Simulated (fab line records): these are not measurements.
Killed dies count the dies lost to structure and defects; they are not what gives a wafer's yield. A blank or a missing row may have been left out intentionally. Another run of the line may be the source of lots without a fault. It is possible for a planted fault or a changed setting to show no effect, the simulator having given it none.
fab line records | flow nand_harc
[record] lots = 24 wafers = 72 last_day = 34
route steps=1302 shown A_CONTACT@1090 A_M1@1190 A_BONDPAD@1204
lots with no fault: from the same line, run without faults
start_h: the number of hours between the record's first day and the start of the first shown wafer of the lot | wait_h: hours since the lot's step before | " repeats the value in the row above | L1.1+2: several wafers, shown together as one row | - no value present, or no start provided | * or withheld: withheld | < > ~ a bound
route shown NAME@n: NAME is a module with steps in the file, n the number in the route of the first one | usual: mean/standard deviation taken from wafers without a fault | same: alike in all rows | chamber/n: place in a boat | sites: readings site by site | _std_site: the standard deviation of these | _edge_site: inner sites' mean taken away from outer sites' mean | radius_mm: for every site, how far away it sits from the centre of the wafer | mask NAME#n: copy n | behind: the most recent tool/chamber to have shaped the wafer | hold: reason for holding the lot/hours on hold/outcome of the hold | device: names the non-switching transistor (n, p or np) | end of line: the route-end tests of the same wafers | a step with no rows: only its recipe | killed: dies that structure and defects cost at the first sort, which is not the same as the wafer's yield | map: shows each die of a wafer: x if killed, . if not, _ if none is there
set.NAME: setting as actually run; set.NAME@STEP: the setting as run at that earlier step | model.NAME: the simulator's own value behind a step, which no gauge read
one table for each step of the route and one row for each wafer, over a sample of lots
services: from which hour (start_h, from the record's first day; less than 0 if before it) a tool's chamber was out of use, for how many hours, and why
[[steps]]
[step NHARC_A_CONTACT_ETCH_138]
[recipe] source_w = withheld pressure_mtorr = 20 bias_v = 1200 time_s = 311 target_depth_a = 19140 ar_flow_sccm = withheld c4f8_flow_sccm = withheld o2_flow_sccm = withheld chemistry = C4F8/O2/Ar
// columns lot.wafer tool chamber start_h wait_h rf_hours_counter_h
L074.2 har_cap_etch-03 1 513.11 0.2 45
L074.4 " 1 " " -
L074.5 " 0 " " -
L075.2 har_cap_etch-03 1 531.55 0.2 49
L075.4 " 0 " " -
L075.5 " 1 " " -
L077.1 har_cap_etch-03 0 543.75 0.2 52
L077.4 " 1 " " -
L077.6 " 1 " " -
L079.4 har_cap_etch-01 1 543.92 0.2 -
L079.6 " 0 " " -
L079.5 " 1 " " -
L078.1 har_cap_etch-02 0 548.58 0.2 94
L078.3 " 1 " " -
L078.5 " 0 " " -
L076.2 har_cap_etch-03 0 550.25 0.2 53
L076.1 " 1 " " 53
L076.6 " 0 " " -
L080.2 har_cap_etch-03 1 576.36 0.4 57
L080.4 " 1 " " -
L080.5 " 1 " " -
L081.2 har_cap_etch-02 0 582.52 0.2 100
L081.4 " 0 " " -
L081.5 " 1 " " -
L082.1 har_cap_etch-03 0 586.53 0.3 58
L082.3 " 1 " " -
L082.4 " 0 " " -
L085.1 har_cap_etch-02 0 627.18 0.2 105
L085.2 " 1 " " 105
L085.6 " 0 " " -
L084.3 har_cap_etch-02 1 636.24 0.2 -
L084.4 " 0 " " -
L084.5 " 1 " " -
L086.3 har_cap_etch-02 1 639.66 0.2 -
L086.6 " 0 " " -
L086.5 " 1 " " -
L083.2 har_cap_etch-02 0 643.26 0.2 110
L083.3 " 1 " " -
L083.4 " 0 " " -
L087.2 har_cap_etch-02 0 649.71 0.2 111
L087.4 " 0 " " -
L087.6 " 1 " " -
L088.2 har_cap_etch-02 0 659.49 0.2 112
L088.4 " 0 " " -
L088.3 " 1 " " -
L089.4 har_cap_etch-01 0 660.99 0.3 -
L089.3 " 1 " " -
L089.6 " 1 " " -
L090.4 har_cap_etch-03 1 674.17 0.2 -
L090.5 " 1 " " -
L090.6 " 0 " " -
L091.1 har_cap_etch-02 1 687.08 0.2 118
L091.3 " 1 " " -
L091.5 " 0 " " -
L092.1 har_cap_etch-01 0 693.31 0.3 31
L092.4 " 0 " " -
L092.5 " 0 " " -
L093.2 har_cap_etch-02 1 708.06 0.2 121
L093.4 " 1 " " -
L093.5 " 0 " " -
L094.2 har_cap_etch-02 0 715.01 0.2 122
L094.4 " 0 " " -
L094.5 " 1 " " -
L095.4 har_cap_etch-03 1 719.16 0.2 -
L095.5 " 1 " " -
L095.6 " 0 " " -
L096.2 har_cap_etch-02 1 727.27 0.2 123
L096.4 " 0 " " -
L096.5 " 1 " " -
L097.2 har_cap_etch-01 0 758.96 0.2 46
L097.1 " 1 " " 46
L097.5 " 1 " " -
[step NHARC_A_CONTACT_ALD_18]
[recipe] target_thk_a = 30 pulse_time_s = 1 ald_cycles = 150 temp_c = 450 material = TiN
[usual] heater_power_outer_w = 691/85 heater_power_w = 1080/160 precursor_pulse_height_rel = 1.001/0.02
// columns lot.wafer tool chamber start_h wait_h heater_power_outer_w heater_power_w precursor_pulse_height_rel
L074.2 ald_metal-04 0 515.10 - 655 1023 0.998
L074.4 " 2 " " 758 1253 1.023
L074.5 " 1 " " 867 1454 1.011
L075.4 ald_metal-04 2 534.73 - 759 1269 1.022
L075.2 " 0 " " 635 1023 1.009
L075.5 " 2 " " 747 1291 0.978
L077.1 ald_metal-03 1 545.89 - 710 1010 0.990
L077.4 " 2 " " 668 1015 0.984
L077.6 " 0 " " 535 893 1.027
L079.4 ald_metal-04 3 546.06 - 705 1102 0.995
L079.6 " 1 " " 895 1450 1.001
L079.5 " 2 " " 754 1267 0.989
L078.1 ald_metal-01 1 550.64 - 708 1025 0.985
L078.3 " 3 " " 676 1081 1.017
L078.5 " 1 " " 697 1004 0.991
L076.1 ald_metal-03 0 552.26 - 538 912 1.026
L076.2 " 2 " " 697 1045 1.021
L076.6 " 0 " " 542 898 1.002
L080.4 ald_metal-01 0 578.59 - 728 1141 0.986
L080.2 " 1 " " 689 982 1.011
L080.5 " 1 " " 691 994 1.035
L081.4 ald_metal-04 2 584.52 - 754 1253 0.973
L081.2 " 3 " " 688 1103 1.048
L081.5 " 3 " " 691 1111 1.011
L082.3 ald_metal-03 2 588.66 - 650 989 1.036
L082.4 " 3 " " 661 1019 0.995
L082.1 " 1 " " 694 1044 1.029
L085.2 ald_metal-04 1 629.17 - 887 1446 1.007
L085.1 " 2 " " 764 1307 0.972
L085.6 " 1 " " 879 1452 0.990
L084.4 ald_metal-03 0 638.18 - 502 830 1.019
L084.3 " 1 " " 732 1040 0.987
L084.5 " 1 " " 726 1025 0.996
L086.3 ald_metal-01 2 642.02 - 625 933 1.020
L086.5 " 0 " " 721 1122 1.003
L086.6 " 1 " " 705 1008 1.010
L083.3 ald_metal-04 1 645.30 - 875 1453 0.984
L083.4 " 3 " " 697 1136 1.009
L083.2 " 0 " " 648 1021 0.994
L087.2 ald_metal-01 0 651.72 - 723 1140 0.984
L087.4 " 3 " " 695 1088 0.982
L087.6 " 1 " " 714 1009 1.001
L088.3 ald_metal-03 2 661.53 - 656 968 1.020
L088.4 " 3 " " 669 1027 0.998
L088.2 " 0 " " 517 856 0.991
L089.4 ald_metal-04 2 663.04 - 765 1200 1.001
L089.3 " 0 " " 653 1003 0.984
L089.6 " 3 " " 681 1083 0.970
L090.4 ald_metal-03 2 676.13 - 655 966 0.990
L090.6 " 3 " " 667 1005 0.972
L090.5 " 0 " " 506 869 1.014
L091.1 ald_metal-03 2 689.07 - 675 956 1.008
L091.3 " 0 " " 510 819 1.001
L091.5 " 2 " " 648 986 1.007
L092.1 ald_metal-01 1 695.56 - 705 1028 1.018
L092.4 " 2 " " 618 943 0.978
L092.5 " 1 " " 716 1010 1.025
L093.2 ald_metal-03 2 710.23 - 646 955 1.004
L093.4 " 0 " " 522 837 1.012
L093.5 " 2 " " 680 970 0.998
L094.4 ald_metal-01 2 717.09 - 599 945 1.010
L094.2 " 3 " " 680 1125 0.994
L094.5 " 2 " " 608 921 0.989
L095.4 ald_metal-01 2 721.38 - 605 926 1.010
L095.6 " 0 " " 673 1057 0.996
L095.5 " 1 " " 736 1090 1.011
L096.4 ald_metal-04 3 729.69 - 721 1083 0.986
L096.2 " 2 " " 762 1250 0.992
L096.5 " 3 " " 680 1100 1.027
L097.2 ald_metal-01 0 761.00 - 688 1057 0.995
L097.1 " 1 " " 754 1092 1.042
L097.5 " 3 " " 667 1107 1.017
[step NHARC_A_CONTACT_CVD_19]
[recipe] target_thk_a = 3000 temp_c = 300 pressure_torr = 40 wf6_flow_sccm = 40 h2_flow_sccm = 1600 ar_flow_sccm = 1560 time_s = 802 material = W
[usual] heater_power_outer_w = 301/28 heater_power_w = 518/39 throttle_valve_pct = 7.83/0.28
// columns lot.wafer tool chamber start_h wait_h heater_power_outer_w heater_power_w throttle_valve_pct
L074.2 cvd_w-01 1 - - 264 469 8.18
L074.4 " 1 " " 266 473 7.96
L074.5 " 1 " " 267 467 8.04
L075.2 cvd_w-02 1 - - 310 568 7.82
L075.4 " 0 " " 281 476 8.15
L075.5 " 1 " " 306 564 7.52
L077.1 cvd_w-02 1 - - 305 570 7.50
L077.4 " 0 " " 281 503 8.25
L077.6 " 0 " " 278 496 8.05
L079.4 cvd_w-01 0 - - 312 509 7.88
L079.6 " 0 " " 316 500 7.75
L079.5 " 1 " " 263 472 8.14
L078.1 cvd_w-02 0 - - 275 490 8.43
L078.3 " 1 " " 308 562 7.58
L078.5 " 1 " " 307 576 7.44
L076.2 cvd_w-02 1 - - 300 569 7.40
L076.1 " 0 " " 283 497 8.09
L076.6 " 0 " " 275 496 8.03
L080.2 cvd_w-01 0 - - 345 532 7.36
L080.4 " 0 " " 340 529 7.67
L080.5 " 0 " " 336 535 7.35
L081.2 cvd_w-02 0 - - 282 498 8.27
L081.4 " 1 " " 301 562 7.55
L081.5 " 0 " " 280 502 8.17
L082.1 cvd_w-02 1 - - 305 573 7.51
L082.3 " 0 " " 273 489 8.23
L082.4 " 1 " " 314 574 7.48
L085.1 cvd_w-01 0 - - 333 529 7.79
L085.2 " 0 " " 335 540 7.77
L085.6 " 0 " " 333 525 7.58
L084.3 cvd_w-01 0 - - 329 528 7.51
L084.4 " 0 " " 335 541 7.66
L084.5 " 0 " " 324 526 7.45
L086.3 cvd_w-01 0 - - 337 534 7.85
L086.6 " 1 " " 271 481 8.03
L086.5 " 0 " " 334 533 7.66
L083.2 cvd_w-01 1 - - 277 483 7.91
L083.3 " 1 " " 274 487 7.85
L083.4 " 0 " " 338 525 7.44
L087.2 cvd_w-02 0 - - 262 481 7.96
L087.4 " 1 " " 323 609 7.77
L087.6 " 0 " " 268 490 8.21
L088.2 cvd_w-01 0 - - 330 533 7.65
L088.4 " 1 " " 270 479 8.01
L088.3 " 0 " " 328 528 7.74
L089.3 cvd_w-01 1 - - 274 484 8.19
L089.4 " 0 " " 324 538 7.67
L089.6 " 1 " " 278 490 8.05
L090.4 cvd_w-01 1 - - 270 486 7.73
L090.6 " 1 " " 274 480 8.23
L090.5 " 0 " " 333 542 7.46
L091.1 cvd_w-01 1 - - 279 473 7.95
L091.3 " 1 " " 274 481 7.87
L091.5 " 1 " " 275 478 7.89
L092.1 cvd_w-01 1 - - 277 486 7.85
L092.4 " 1 " " 274 480 8.26
L092.5 " 1 " " 267 487 8.10
L093.2 cvd_w-01 1 - - 277 483 8.22
L093.4 " 0 " " 334 528 7.46
L093.5 " 1 " " 280 483 7.82
L094.2 cvd_w-01 0 - - 325 531 7.59
L094.4 " 1 " " 278 486 8.17
L094.5 " 1 " " 268 497 8.13
L095.4 cvd_w-01 0 - - 339 531 7.76
L095.6 " 0 " " 345 533 7.75
L095.5 " 1 " " 271 493 8.48
L096.2 cvd_w-02 1 - - 322 599 7.81
L096.4 " 0 " " 269 467 7.86
L096.5 " 0 " " 260 472 7.84
L097.1 cvd_w-02 1 - - 329 604 7.83
L097.2 " 0 " " 274 460 8.20
L097.5 " 1 " " 326 605 7.82
[step NHARC_A_M1_PRE_CLEAN_30]
[recipe] time_s = 30 temp_c = 280 gas = H2/He
[usual] heater_power_w = 409/23
// columns lot.wafer tool chamber start_h wait_h heater_power_w
L074.2 pvd_sputter-02 - - - 406
L074.4 " - " " 422
L074.5 " - " " 397
L075.2 pvd_sputter-01 - - - 407
L075.4 " - " " 413
L075.5 " - " " 416
L079.4 pvd_sputter-01 - - - 419
L079.6 " - " " 413
L079.5 " - " " 397
L077.4 pvd_sputter-03 - - - 456
L077.1 " - " " 374
L077.6 " - " " 390
L078.1 pvd_sputter-01 - - - 420
L078.3 " - " " 411
L078.5 " - " " 401
L076.1 pvd_sputter-03 - - - 377
L076.2 " - " " 407
L076.6 " - " " 447
L080.4 pvd_sputter-01 - - - 418
L080.2 " - " " 392
L080.5 " - " " 419
L081.2 pvd_sputter-03 - - - 449
L081.4 " - " " 375
L081.5 " - " " 404
L082.4 pvd_sputter-02 - - - 392
L082.3 " - " " 385
L082.1 " - " " 421
L085.1 pvd_sputter-01 - - - 399
L085.2 " - " " 431
L085.6 " - " " 395
L084.3 pvd_sputter-01 - - - 402
L084.4 " - " " 394
L084.5 " - " " 429
L086.3 pvd_sputter-03 - - - 388
L086.6 " - " " 444
L086.5 " - " " 374
L083.4 pvd_sputter-01 - - - 403
L083.3 " - " " 387
L083.2 " - " " 434
L087.2 pvd_sputter-01 - - - 429
L087.4 " - " " 391
L087.6 " - " " 429
L088.3 pvd_sputter-02 - - - 393
L088.2 " - " " 374
L088.4 " - " " 434
L089.3 pvd_sputter-03 - - - 458
L089.4 " - " " 374
L089.6 " - " " 455
L090.4 pvd_sputter-03 - - - 371
L090.6 " - " " 376
L090.5 " - " " 405
L091.3 pvd_sputter-01 - - - 435
L091.1 " - " " 423
L091.5 " - " " 423
L092.1 pvd_sputter-02 - - - 383
L092.4 " - " " 419
L092.5 " - " " 399
L093.2 pvd_sputter-03 - - - 416
L093.4 " - " " 390
L093.5 " - " " 417
L094.4 pvd_sputter-01 - - - 410
L094.2 " - " " 393
L094.5 " - " " 409
L095.4 pvd_sputter-03 - - - 417
L095.6 " - " " 389
L095.5 " - " " 391
L096.2 pvd_sputter-01 - - - 401
L096.4 " - " " 399
L096.5 " - " " 413
L097.1 pvd_sputter-02 - - - 424
L097.2 " - " " 389
L097.5 " - " " 423
[step NHARC_A_M1_PVD_21]
[recipe] target_thk_a = 300 chamber_pressure_pa = 5 power_w = 5000 substrate_temp_c = 30 time_s = 20.49 material = Cu
[usual] throttle_valve_pct = 29.3/0.86
// columns lot.wafer tool chamber start_h wait_h throttle_valve_pct
L074.4 pvd_sputter-02 - - - 29.6
L074.2 " - " " 30.3
L074.5 " - " " 30.3
L075.4 pvd_sputter-01 - - - 27.8
L075.2 " - " " 29.3
L075.5 " - " " 27.5
L079.4 pvd_sputter-01 - - - 28.6
L079.5 " - " " 28.8
L079.6 " - " " 29.1
L077.4 pvd_sputter-03 - - - 29.5
L077.1 " - " " 29.3
L077.6 " - " " 30.0
L078.3 pvd_sputter-01 - - - 29.3
L078.1 " - " " 29.1
L078.5 " - " " 27.8
L076.1 pvd_sputter-03 - - - 30.4
L076.2 " - " " 29.2
L076.6 " - " " 30.2
L080.4 pvd_sputter-01 - - - 29.0
L080.2 " - " " 27.7
L080.5 " - " " 29.3
L081.4 pvd_sputter-03 - - - 30.1
L081.2 " - " " 29.8
L081.5 " - " " 29.3
L082.4 pvd_sputter-02 - - - 30.2
L082.3 " - " " 30.5
L082.1 " - " " 29.3
L085.2 pvd_sputter-01 - - - 28.2
L085.1 " - " " 27.8
L085.6 " - " " 27.9
L084.4 pvd_sputter-01 - - - 29.3
L084.3 " - " " 28.7
L084.5 " - " " 29.5
L086.3 pvd_sputter-03 - - - 29.9
L086.5 " - " " 29.2
L086.6 " - " " 30.5
L083.2 pvd_sputter-01 - - - 29.6
L083.3 " - " " 28.4
L083.4 " - " " 27.8
L087.2 pvd_sputter-01 - - - 28.6
L087.4 " - " " 27.6
L087.6 " - " " 28.6
L088.4 pvd_sputter-02 - - - 30.0
L088.2 " - " " 30.9
L088.3 " - " " 30.0
L089.4 pvd_sputter-03 - - - 29.8
L089.3 " - " " 29.2
L089.6 " - " " 30.0
L090.4 pvd_sputter-03 - - - 29.7
L090.6 " - " " 29.9
L090.5 " - " " 30.2
L091.1 pvd_sputter-01 - - - 28.7
L091.3 " - " " 29.3
L091.5 " - " " 27.8
L092.4 pvd_sputter-02 - - - 29.9
L092.1 " - " " 30.9
L092.5 " - " " 29.9
L093.2 pvd_sputter-03 - - - 29.1
L093.4 " - " " 30.0
L093.5 " - " " 29.6
L094.4 pvd_sputter-01 - - - 27.8
L094.2 " - " " 28.3
L094.5 " - " " 28.6
L095.4 pvd_sputter-03 - - - 30.1
L095.5 " - " " 30.1
L095.6 " - " " 29.4
L096.2 pvd_sputter-01 - - - 29.4
L096.4 " - " " 28.5
L096.5 " - " " 28.8
L097.2 pvd_sputter-02 - - - 30.1
L097.1 " - " " 30.3
L097.5 " - " " 29.8
[step NHARC_A_BONDPAD_THK_MEAS_30]
[recipe] thk_meas_gauge = ellipsometry
[usual] thk_nm = 200.3/1.6
// columns lot.wafer tool chamber start_h wait_h thk_nm
L074.2 film_metro-01 - 529.26 0.2 200.1
L074.4 " - " " 196.0
L074.5 " - " " 199.2
L075.2 film_metro-02 - 548.98 0.2 197.6
L075.4 " - " " 198.6
L075.5 " - " " 200.5
L079.4 film_metro-01 - 560.43 0.2 203.2
L079.5 " - " " 203.5
L079.6 " - " " 201.5
L077.1 film_metro-02 - 561.16 0.1 200.0
L077.4 " - " " 198.3
L077.6 " - " " 200.6
L078.1 film_metro-01 - 565.46 0.1 201.3
L078.3 " - " " 198.1
L078.5 " - " " 200.8
L076.1 film_metro-01 - 566.74 0.2 201.3
L076.2 " - " " 202.4
L076.6 " - " " 200.1
L080.2 film_metro-01 - 592.82 0.2 202.3
L080.4 " - " " 199.9
L080.5 " - " " 200.0
L081.2 film_metro-02 - 598.87 0.2 199.5
L081.4 " - " " 199.7
L081.5 " - " " 199.7
L082.1 film_metro-01 - 603.35 0.2 200.8
L082.3 " - " " 202.2
L082.4 " - " " 199.7
L085.1 film_metro-01 - 644.75 0.2 198.6
L085.2 " - " " 198.4
L085.6 " - " " 199.6
L084.3 film_metro-02 - 653.65 0.2 199.1
L084.4 " - " " 199.3
L084.5 " - " " 199.7
L086.3 film_metro-02 - 656.36 0.2 203.2
L086.5 " - " " 200.1
L086.6 " - " " 203.1
L083.2 film_metro-01 - 660.25 0.2 199.2
L083.3 " - " " 198.3
L083.4 " - " " 200.7
L087.2 film_metro-02 - 665.91 0.2 200.7
L087.4 " - " " 201.3
L087.6 " - " " 202.1
L088.2 film_metro-02 - 676.19 0.2 200.9
L088.3 " - " " 201.4
L088.4 " - " " 199.6
L089.3 film_metro-01 - 677.99 0.2 200.3
L089.4 " - " " 200.0
L089.6 " - " " 202.6
L090.4 film_metro-01 - 690.43 0.2 198.0
L090.5 " - " " 199.9
L090.6 " - " " 197.4
L091.1 film_metro-02 - 703.16 0.2 197.3
L091.3 " - " " 198.3
L091.5 " - " " 199.2
L092.1 film_metro-02 - 710.11 0.2 200.3
L092.4 " - " " 199.4
L092.5 " - " " 202.5
L093.2 film_metro-01 - 724.44 0.2 200.5
L093.4 " - " " 199.6
L093.5 " - " " 202.4
L094.2 film_metro-01 - 731.20 0.1 199.3
L094.4 " - " " 200.3
L094.5 " - " " 201.4
L095.4 film_metro-01 - 735.52 0.2 199.4
L095.5 " - " " 201.5
L095.6 " - " " 200.9
L096.2 film_metro-02 - 744.26 0.2 202.3
L096.4 " - " " 201.2
L096.5 " - " " 199.1
L097.1 film_metro-01 - 775.18 0.2 196.3
L097.2 " - " " 198.4
L097.5 " - " " 196.6
[[services]]
// columns tool chamber start_h hours kind
cvd_w-01 - 496.21 1.1 repair
pvd_sputter-02 - 516.37 0.7 repair
ald_metal-01 - 526.00 10.0 pm
pvd_sputter-03 - 526.03 10.0 pm
cvd_w-01 - 547.00 13.0 pm
cvd_w-02 - 553.70 0.9 repair
ald_metal-03 - 568.00 10.0 pm
cvd_w-02 0 573.87 1.4 repair
pvd_sputter-02 - 578.47 1.1 repair
pvd_sputter-01 - 590.89 3.0 repair
cvd_w-01 1 595.96 1.3 repair
cvd_w-01 1 628.46 11.8 repair
cvd_w-02 - 631.05 13.0 pm
pvd_sputter-02 - 638.00 10.0 pm
ald_metal-03 - 639.14 0.3 repair
cvd_w-02 0 654.58 1.2 repair
har_cap_etch-02 - 702.83 0.5 repair
pvd_sputter-03 - 704.03 10.0 pm
pvd_sputter-01 - 709.53 8.4 repair
pvd_sputter-02 - 717.65 22.4 repair
cvd_w-01 - 728.34 13.0 pm
pvd_sputter-03 - 749.03 1.2 repair
har_cap_etch-02 - 754.00 17.0 pm
pvd_sputter-01 - 771.89 10.0 pm
[[key]]
fault none
